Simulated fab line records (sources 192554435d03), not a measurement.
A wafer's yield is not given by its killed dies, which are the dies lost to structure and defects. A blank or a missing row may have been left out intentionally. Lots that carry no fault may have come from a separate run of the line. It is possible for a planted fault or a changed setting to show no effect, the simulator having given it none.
Chamber matching / flow n5Finfet / rieDiel-05 running N5_MOL_CONTACT_COAG_ETCHBACK_136: 4 sister chambers
The step etches SiO2 in CHF3, target depth 25 nm, time 16.7 s. 8 wafers are shown with their chamber, then 8 later ones without.

WAFERS WITH THEIR CHAMBER
wafer=L079.4; chamber=3; drypumpMotorCurrentA (A)=5.3; throttleValvePct (%)=18.46
wafer=L082.4; chamber=0; drypumpMotorCurrentA (A)=6.4; throttleValvePct (%)=19.21
wafer=L082.5; chamber=2; drypumpMotorCurrentA (A)=5.8; throttleValvePct (%)=18.24
wafer=L082.6; chamber=1; drypumpMotorCurrentA (A)=5.1; throttleValvePct (%)=18.54
wafer=L084.2; chamber=2; drypumpMotorCurrentA (A)=5.9; throttleValvePct (%)=18.25
wafer=L084.3; chamber=1; drypumpMotorCurrentA (A)=5.1; throttleValvePct (%)=18.55
wafer=L084.6; chamber=0; drypumpMotorCurrentA (A)=6.4; throttleValvePct (%)=19.22
wafer=L089.3; chamber=3; drypumpMotorCurrentA (A)=5.3; throttleValvePct (%)=18.52

WAFERS WITH NO CHAMBER GIVEN
wafer=L089.5; drypumpMotorCurrentA (A)=5.3; throttleValvePct (%)=18.52
wafer=L089.6; drypumpMotorCurrentA (A)=6.4; throttleValvePct (%)=19.25
wafer=L090.1; drypumpMotorCurrentA (A)=5.3; throttleValvePct (%)=18.50
wafer=L090.4; drypumpMotorCurrentA (A)=5.8; throttleValvePct (%)=18.27
wafer=L090.5; drypumpMotorCurrentA (A)=5.3; throttleValvePct (%)=18.52
wafer=L094.1; drypumpMotorCurrentA (A)=5.3; throttleValvePct (%)=18.52
wafer=L094.4; drypumpMotorCurrentA (A)=5.1; throttleValvePct (%)=18.58
wafer=L094.6; drypumpMotorCurrentA (A)=5.1; throttleValvePct (%)=18.58

WHICH CHAMBER EACH WENT THROUGH
wafer=L089.5; from the rows above=3; in truth=3
wafer=L089.6; from the rows above=0; in truth=0
wafer=L090.1; from the rows above=3; in truth=3
wafer=L090.4; from the rows above=2; in truth=2
wafer=L090.5; from the rows above=3; in truth=3
wafer=L094.1; from the rows above=3; in truth=3
wafer=L094.4; from the rows above=1; in truth=1
wafer=L094.6; from the rows above=1; in truth=1
Placed correctly: 8 of 8. Left unplaced by these rows: 0. Wrongly placed: 0.
How it was worked out, from the rows above alone: a wafer's distance from a chamber is the root of the sum, over the readings, of the square of ((its reading less the chamber's mean) divided by the reading's scatter). If the next closest chamber is less than 2 further off than the closest, the wafer can't be placed; otherwise it belongs to the closest. Each chamber's mean is taken over the wafers shown for it. The scatter: take each reading less its chamber's mean, square it, sum over the shown wafers, divide by the number of wafers less the number of chambers, and take the root.
